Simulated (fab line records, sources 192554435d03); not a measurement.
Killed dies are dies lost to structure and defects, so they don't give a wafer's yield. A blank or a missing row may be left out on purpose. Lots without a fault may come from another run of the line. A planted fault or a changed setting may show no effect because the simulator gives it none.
One fault seen from 3 desks | flow n5_finfet | each desk has only its own numbers; what lay behind them comes last

THE TOOL OWNER'S DESK: rie_diel-05
The tool's own readings at N5_BEOL_M8_ETCH_66 (etches SOC in N2/H2, target depth 80 nm, overetch 16 nm, time 120 s): means of the sampled wafers that have a number, for each lot that ran on this tool. A lot is out of limits, marked OUT, if its mean lies more than 4 standard deviations from the usual mean; the brackets give that distance.
Columns: A = drypump_motor_current_A at N5_BEOL_M8_ETCH_66, usual 5.9 A; B = oes_product_au at N5_BEOL_M8_ETCH_66, usual 0.61 a.u.; C = rf_vpp_V at N5_BEOL_M8_ETCH_66, usual 523.6 V; D = showerhead_plenum_p_Torr at N5_BEOL_M8_ETCH_66, usual 2.54 Torr; E = temp_c at N5_BEOL_M8_ETCH_66, usual 40.02 C; F = throttle_valve_pct at N5_BEOL_M8_ETCH_66, usual 17.80 %
lot  | first seen here | A   | B    | C     | D    | E     | F
L929 | day 10 19:01    | 6.0 | 0.56 | 522.2 | 2.50 | 40.06 | 18.03
L943 | day 13 23:25    | 6.5 | 0.56 | 520.3 | 2.42 | 40.08 | 18.10
L940 | day 14 01:01    | 6.0 | 0.62 | 522.6 | 2.50 | 40.03 | 17.86
L945 | day 15 00:51    | 5.8 | 0.58 | 522.4 | 2.49 | 39.97 | 17.91
This desk's finding: nothing out of limits on any of the 4 lots.

THE METROLOGY DESK
What the gauges read, lot by lot, whatever tool the lot ran on: means of the sampled wafers that have a number. A lot is out of limits, marked OUT, if its mean lies more than 4 standard deviations from the usual mean; the brackets give that distance.
Columns: A = cd_nm at N5_BEOL_M8_CD_MEAS_28, usual 40.00 nm; B = V7_OVL at N5_BEOL_M8_OVL_MEAS_29, usual -0.1 nm
lot  | first seen here | A     | B
L929 | day 10 18:37    | 39.98 | -0.6
L930 | day 10 18:40    | 39.95 | -1.1
L935 | day 11 21:24    | 40.00 | 1.5
L943 | day 13 23:13    | 40.06 | -0.3
L940 | day 14 00:43    | 40.00 | 0.3
L945 | day 15 00:26    | 39.84 | 0.3
L948 | day 16 11:28    | 39.81 | 0.3
This desk's finding: nothing out of limits on any of the 7 lots.

THE DEFECT DESK
What the inspections along the route counted, lot by lot: means of the sampled wafers that have a number. A lot is out of limits, marked OUT, if its mean lies more than 4 standard deviations from the usual mean; the brackets give that distance.
Columns: A = raw_defect_count at N5_BEOL_M8_INSPECT_30, usual 435
lot  | first seen here | A
L929 | day 10 18:42    | 463
L930 | day 10 18:45    | 484
L935 | day 11 21:29    | 275
L943 | day 13 23:18    | 538
L940 | day 14 00:48    | 391
L945 | day 15 00:31    | 418
L948 | day 16 11:33    | 465
This desk's finding: nothing out of limits on any of the 7 lots.

PUT TOGETHER
The tool owner's desk saw nothing out of limits.
The metrology desk saw nothing out of limits.
The defect desk saw nothing out of limits.

WHAT THE SIMULATOR HAD PUT IN
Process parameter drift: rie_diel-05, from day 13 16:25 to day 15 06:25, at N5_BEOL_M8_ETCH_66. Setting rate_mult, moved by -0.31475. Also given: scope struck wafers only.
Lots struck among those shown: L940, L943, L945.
